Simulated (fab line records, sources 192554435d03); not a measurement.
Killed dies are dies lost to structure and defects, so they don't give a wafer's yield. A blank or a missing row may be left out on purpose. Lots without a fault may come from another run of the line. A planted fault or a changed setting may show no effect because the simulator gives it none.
Which tool did it? | flow n5_finfet | 12 lots, 36 wafers sampled, at 1 step of a route of 1938

WHAT THE GAUGES READ, wafer by wafer
N5_SDB_INSPECT_36: inspects for defects (darkfield).
lot  | measured    | on                | raw_defect_count
L075 | day 4 07:23 | defect_inspect-01 | 53 49 44
L077 | day 4 17:35 | defect_inspect-02 | 34 17 32
L079 | day 5 06:12 | defect_inspect-01 | 33 26 49
L081 | day 5 15:52 | defect_inspect-02 | 42 22 17
L083 | day 6 02:37 | defect_inspect-02 | 26 23 37
L085 | day 6 17:26 | defect_inspect-02 | 14 23 20
L087 | day 7 05:08 | defect_inspect-02 | 16 35 14
L089 | day 7 16:10 | defect_inspect-02 | 42 60 61
L091 | day 8 04:50 | defect_inspect-01 | 25 30 31
L093 | day 8 13:29 | defect_inspect-02 | 37 19 39
L095 | day 9 05:26 | defect_inspect-01 | 43 61 46
L097 | day 9 18:07 | defect_inspect-01 | 10 17 24

WHICH TOOL RAN EACH LOT (tool, then ch and the chambers of the sampled wafers, then the start)
The record holds no process step before these readings.

THE ANSWER, worked out from the rows above alone
Rule: what is usual is taken from the lots themselves. Put in order of their means at a reading, lots are off if they are a third of the lots or fewer, leave a main group of 4 or more, and stand apart from it by a gap of 3 or more times the standard deviation of the main group's means; of several such gaps the widest counts. A main group whose means are all the same, to the digits that the tables above print for the reading, isn't used. A lot without any number at a reading at which 4 lots or more have one is off too. The other lots that the step has rows for count as sound.
No lot is off at any reading shown: from this, nothing can be told.

WHAT THE SIMULATOR HAD PUT IN
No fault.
